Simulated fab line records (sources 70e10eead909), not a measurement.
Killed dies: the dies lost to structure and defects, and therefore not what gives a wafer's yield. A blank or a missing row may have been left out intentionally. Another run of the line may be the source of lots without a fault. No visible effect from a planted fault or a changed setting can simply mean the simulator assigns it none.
Matching of chambers -- flow nandHarc -- NHARC_P_CONTACT_STRIP_28 on rieDiel-01 has 4 sister chambers
The step strips in O2. 4 wafers are shown with their chamber, then 12 later ones without.

== WAFERS WITH THEIR CHAMBER ==
wafer,chamber,drypumpMotorCurrentA (A)
L091.3,2,5.7
L092.2,3,6.3
L092.3,1,6.3
L092.4,0,4.8

== WAFERS WITH NO CHAMBER GIVEN ==
wafer,drypumpMotorCurrentA (A)
L093.2,6.4
L093.4,4.8
L093.6,5.7
L094.1,6.3
L094.4,4.8
L094.6,6.3
L096.1,5.6
L096.3,4.8
L096.6,4.7
L097.1,5.7
L097.2,6.3
L097.3,6.3

== WHICH CHAMBER EACH ONE RAN IN ==
wafer,from the rows above,in truth
L093.2,can't be placed: 1 or 3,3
L093.4,0,0
L093.6,2,2
L094.1,can't be placed: 1 or 3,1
L094.4,0,0
L094.6,can't be placed: 1 or 3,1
L096.1,2,2
L096.3,0,0
L096.6,0,0
L097.1,2,2
L097.2,can't be placed: 1 or 3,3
L097.3,can't be placed: 1 or 3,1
Correct placement for 7 of the 12. These rows do not allow placing 5 (true chamber among the candidates in 5). Number placed wrongly: 0.
How it was worked out, from the rows above alone: a wafer's distance from a chamber is the root of the sum, over the readings, of the square of ((its reading less the chamber's mean) divided by the reading's scatter). If the next closest chamber is less than 2 further off than the closest, the wafer can't be placed; otherwise it belongs to the closest. Each chamber's mean is taken over the wafers shown for it. The scatter (one wafer shown for each chamber): square how far every hidden wafer sits from the nearest shown wafer, average those squares and take the square root.
